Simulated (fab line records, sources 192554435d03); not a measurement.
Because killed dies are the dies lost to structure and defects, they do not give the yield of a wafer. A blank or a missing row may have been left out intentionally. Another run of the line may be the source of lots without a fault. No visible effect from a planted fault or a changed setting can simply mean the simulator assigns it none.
What tool caused it? | flow n5-finfet | Sampling: 10 lots, 25 wafers, 5 of 1938 route steps

== WHAT THE GAUGES SHOWED, per wafer ==
N5_FIN_SAQP_CD_MEAS_27: target cd 20 nm. Usual: 20.24 nm for cd-nm, sd 0.25.
lot  | measured    | on        | cd-nm (nm)        | flag
L314 | day 3 01:06 | cd-sem-02 | 20.16 20.33 20.34 |
L315 | day 3 07:10 | cd-sem-01 | 20.07 20.23       |
L320 | day 4 12:41 | cd-sem-02 | 20.33 19.88 20.49 |
L321 | day 4 18:45 | cd-sem-01 | 20.02 20.31 20.74 |
L325 | day 5 18:27 | cd-sem-02 | 20.31 20.55       |
L328 | day 6 13:17 | cd-sem-03 | 19.87 20.19 20.60 |
L329 | day 6 17:59 | cd-sem-02 | 20.31 20.12       |
L330 | day 6 23:51 | cd-sem-03 | 20.19 20.82       |
L331 | day 7 07:10 | cd-sem-03 | 20.45 20.39 20.96 |
L333 | day 7 18:46 | cd-sem-02 | 20.68 20.12       |

N5_BEOL_M4_RC_MEAS_101. Usual: DIBL_N 36.9 mV/V, standard deviation 2.1; DIBL_P 37.1 mV/V, standard deviation 2.5; IOFF_N 0.17 nA/um, standard deviation 0.039; IOFF_P 0.23 nA/um, standard deviation 0.043; ION_N 673 uA/um, standard deviation 15; ION_P 462 uA/um, standard deviation 9.1; SS_N 71.8 mV/dec, standard deviation 0.69; SS_P 73.6 mV/dec, standard deviation 0.74; VT_N 250 mV, standard deviation 3.6; VT_P -249.7 mV, standard deviation 2.9.
lot  | measured     | on        | DIBL_N (mV/V)  | DIBL_P (mV/V)  | IOFF_N (nA/um) | IOFF_P (nA/um) | ION_N (uA/um) | ION_P (uA/um) | SS_N (mV/dec)  | SS_P (mV/dec)  | VT_N (mV)   | VT_P (mV)            | flag
L314 | day 9 05:56  | prober-02 | 35.4 34.6 37.6 | 35.1 34.5 37.6 | 0.14 0.14 0.18 | 0.20 0.19 0.22 | 662 659 683   | 456 451 469   | 71.9 72.0 72.3 | 74.4 73.8 74.3 | 255 254 251 | -251.6 -250.6 -250.2 |
L315 | day 9 03:45  | prober-01 | 38.2 40.7      | 38.3 40.6      | 0.17 0.23      | 0.27 0.31      | 664 681       | 468 468       | 71.4 72.2      | 73.9 74.6      | 247 247     | -245.9 -244.4        |
L325 | day 11 19:59 | prober-02 | 39.5 37.3      | 38.7 38.4      | 0.20 0.16      | 0.21 0.21      | 673 678       | 460 463       | 72.6 71.5      | 74.1 73.8      | 250 250     | -253.2 -253.3        |
L328 | day 12 15:34 | prober-01 | 34.4 37.2 38.1 | 34.4 37.1 38.7 | 0.12 0.17 0.19 | 0.16 0.19 0.22 | 665 671 687   | 450 457 462   | 71.6 71.5 71.6 | 73.0 73.6 73.9 | 254 249 246 | -251.9 -252.1 -250.4 |
L329 | day 12 20:08 | prober-01 | 40.9 39.5      | 43.4 40.8      | 0.28 0.22      | 0.34 0.28      | 707 682       | 486 456       | 74.2 73.1      | 75.1 75.3      | 243 244     | -244.5 -247.6        |
L330 | day 12 20:01 | prober-02 | 35.4 37.2      | 36.7 37.4      | 0.15 0.17      | 0.21 0.22      | 682 679       | 469 463       | 71.2 71.5      | 73.3 74.3      | 250 250     | -251.0 -249.4        |
L331 | day 13 11:34 | prober-01 | 35.2 33.2 35.0 | 35.2 32.6 34.3 | 0.16 0.13 0.17 | 0.24 0.19 0.21 | 658 666 649   | 459 464 453   | 71.6 71.5 72.1 | 73.2 72.3 72.9 | 249 252 250 | -246.8 -248.8 -248.8 |
L333 | day 13 14:38 | prober-01 | 34.0 39.7      | 35.0 42.6      | 0.15 0.27      | 0.20 0.35      | 686 712       | 473 485       | 71.6 73.2      | 73.2 75.6      | 247 242     | -249.2 -245.4        |

== WHICH TOOL RAN EACH LOT (tool, then ch and the chambers of the sampled wafers, then the start) ==
lot  | N5_FIN_SAQP_HM_OPEN_73            | N5_FIN_SAQP_MANDREL1_REMOVE_56  | N5_FIN_SAQP_RECESS_63
L314 | rie-diel-05 ch 1,2,3, day 2 22:22 | rie-si-01 ch 0,1,3, day 3 00:59 | vapor-etch-01 ch 0,1, day 3 01:41
L315 | rie-diel-06 ch 2,3, day 3 05:22   | rie-si-03 ch 1,2, day 3 07:04   | vapor-etch-02 ch 0,1, day 3 07:26
L320 | rie-diel-03 ch 1,3, day 4 10:28   | rie-si-03 ch 0,1,3, day 4 12:34 | vapor-etch-02 ch 0,1, day 4 13:01
L321 | rie-diel-05 ch 0,1,3, day 4 16:55 | rie-si-03 ch 0,1,3, day 4 18:38 | vapor-etch-02 ch 0,1, day 4 19:01
L325 | rie-diel-03 ch 2,3, day 5 16:30   | rie-si-05 ch 0,3, day 5 18:20   | vapor-etch-01 ch 0,1, day 5 18:43
L328 | rie-diel-03 ch 0,2, day 6 11:27   | rie-si-01 ch 0,1,3, day 6 13:10 | vapor-etch-02 ch 1, day 6 13:40
L329 | rie-diel-05 ch 2,3, day 6 16:04   | rie-si-01 ch 1,2, day 6 17:52   | vapor-etch-02 ch 1, day 6 18:27
L330 | rie-diel-05 ch 1,3, day 6 21:59   | rie-si-03 ch 2,3, day 6 23:44   | vapor-etch-02 ch 1, day 7 00:16
L331 | rie-diel-05 ch 0,2,3, day 7 05:10 | rie-si-05 ch 0,2, day 7 07:03   | vapor-etch-02 ch 0,1, day 7 07:26
L333 | rie-diel-03 ch 1,3, day 7 16:43   | rie-si-01 ch 0,1, day 7 18:39   | vapor-etch-01 ch 0,1, day 7 19:09
- N5_FIN_SAQP_HM_OPEN_73: chemistry CHF3/O2, target SiO2, stops on a-Si, target depth 12 nm, time 16.8 s.
- N5_FIN_SAQP_MANDREL1_REMOVE_56: chemistry HBr/Cl2/O2, target a-Si, stops on SiNx, bt time 10 s.
- N5_FIN_SAQP_RECESS_63: chemistry HF/NH3, target SiO2, target depth 18 nm, afs cycles 3, sublimation time 60 s.

== AS READ BY THE TOOLS THEMSELVES (means over the sampled wafers that have a number; for cases with no such wafer, the mark the record gives instead) ==
N5_FIN_SAQP_HM_OPEN_73. Usual: CHF3_flow_sccm 50.00 sccm, standard deviation 0.14; bias-w 170.0 W, standard deviation 0.47; drypump-motor-current-A 5.4 A, standard deviation 0.52; oes-product-au 0.46 a.u., standard deviation 0.053; rf-fwd-power-W 644.7 W, standard deviation 2.3; rf-vpp-V 521 V, standard deviation 13; showerhead-plenum-p-Torr 2.41 Torr, standard deviation 0.059; throttle-valve-pct 18.93 %, standard deviation 0.21.
lot  | tool        | CHF3_flow_sccm (sccm) | bias-w (W) | drypump-motor-current-A (A) | oes-product-au (a.u.) | rf-fwd-power-W (W) | rf-vpp-V (V) | showerhead-plenum-p-Torr (Torr) | throttle-valve-pct (%) | flag
L314 | rie-diel-05 | 50.05                 | 169.8      | 5.4                         | 0.44                  | 641.9              | 521          | 2.40                            | 18.89                  |
L315 | rie-diel-06 | 50.13                 | 170.2      | 4.8                         | 0.43                  | 646.5              | 514          | 2.45                            | 19.06                  |
L320 | rie-diel-03 | 49.87                 | 170.8      | 5.6                         | 0.43                  | 643.9              | 531          | 2.43                            | 18.95                  |
L321 | rie-diel-05 | 49.78                 | 170.3      | 5.7                         | 0.53                  | 646.8              | 526          | 2.41                            | 18.77                  |
L325 | rie-diel-03 | 50.00                 | 170.5      | 5.7                         | 0.49                  | 642.4              | 536          | 2.46                            | 18.72                  |
L328 | rie-diel-03 | 50.16                 | 169.4      | 6.0                         | 0.51                  | 641.0              | 535          | 2.44                            | 18.79                  |
L329 | rie-diel-05 | 49.96                 | 169.4      | 5.5                         | 0.44                  | 644.8              | 509          | 2.35                            | 18.95                  |
L330 | rie-diel-05 | 50.02                 | 170.0      | 5.5                         | 0.48                  | 645.8              | 530          | 2.42                            | 18.76                  |
L331 | rie-diel-05 | 49.95                 | 170.2      | 5.6                         | 0.47                  | 643.1              | 513          | 2.35                            | 18.93                  |
L333 | rie-diel-03 | 49.97                 | 169.7      | 5.7                         | 0.49                  | 644.1              | 529          | 2.40                            | 18.79                  |

N5_FIN_SAQP_MANDREL1_REMOVE_56. Usual: bias-w 22.00 W, standard deviation 0.073; drypump-motor-current-A 5.7 A, standard deviation 0.49; oes-product-au 1.004 a.u., standard deviation 0.014; rf-fwd-power-W 597.1 W, standard deviation 2.1; throttle-valve-pct 36.7 %, standard deviation 0.38.
lot  | tool      | bias-w (W) | drypump-motor-current-A (A) | oes-product-au (a.u.) | rf-fwd-power-W (W) | throttle-valve-pct (%) | flag
L314 | rie-si-01 | 22.07      | 5.6                         | 1.008                 | 596.5              | 36.6                   |
L315 | rie-si-03 | 21.91      | 6.0                         | 1.007                 | 598.8              | 36.8                   |
L320 | rie-si-03 | 22.01      | 5.9                         | 1.015                 | 597.1              | 36.7                   |
L321 | rie-si-03 | 21.93      | 5.8                         | 0.999                 | 596.1              | 36.7                   |
L325 | rie-si-05 | 21.98      | 5.6                         | 0.994                 | 595.8              | 37.0                   |
L328 | rie-si-01 | 22.00      | 5.6                         | 1.000                 | 597.7              | 36.6                   |
L329 | rie-si-01 | 21.98      | 5.5                         | 1.009                 | 597.1              | 36.2                   |
L330 | rie-si-03 | 22.04      | 5.8                         | 1.004                 | 599.2              | 36.5                   |
L331 | rie-si-05 | 21.99      | 5.8                         | 0.996                 | 595.5              | 36.8                   |
L333 | rie-si-01 | 21.98      | 5.6                         | 1.014                 | 598.2              | 36.3                   |

N5_FIN_SAQP_RECESS_63. Usual: 5.7 A for drypump-motor-current-A, sd 0.31.
lot  | tool          | drypump-motor-current-A (A) | flag
L314 | vapor-etch-01 | 5.7                         |
L315 | vapor-etch-02 | 5.6                         |
L320 | vapor-etch-02 | -                           | OFF
L321 | vapor-etch-02 | -                           | OFF
L325 | vapor-etch-01 | 5.8                         |
L328 | vapor-etch-02 | 6.0                         |
L329 | vapor-etch-02 | 6.0                         |
L330 | vapor-etch-02 | 6.0                         |
L331 | vapor-etch-02 | 5.8                         |
L333 | vapor-etch-01 | 5.8                         |

== THE ANSWER, worked out from the rows above alone ==
Rule: take the mean of a lot's wafers that have a number; if it is more than 3 standard deviations from the usual mean, the lot is off. A lot without any number at a reading at which 4 lots or more have one is off too. Where the step has rows for the other lots, those lots are counted as sound. First the gauges in route order, then the tools' own readings, where a lot's mean is used as printed above. At the first step where some lot is off, the reading lying furthest off is the one used; lots without a number count as furthest.
Off, at N5_FIN_SAQP_RECESS_63 on drypump-motor-current-A: L320, L321. Without a number there: L320, L321.
A tool fits if, at that step or a process step before it, it ran every lot that is off, and no sound lot after the first of them. None of those tried fits.

== WHAT HAD BEEN PUT IN BY THE SIMULATOR ==
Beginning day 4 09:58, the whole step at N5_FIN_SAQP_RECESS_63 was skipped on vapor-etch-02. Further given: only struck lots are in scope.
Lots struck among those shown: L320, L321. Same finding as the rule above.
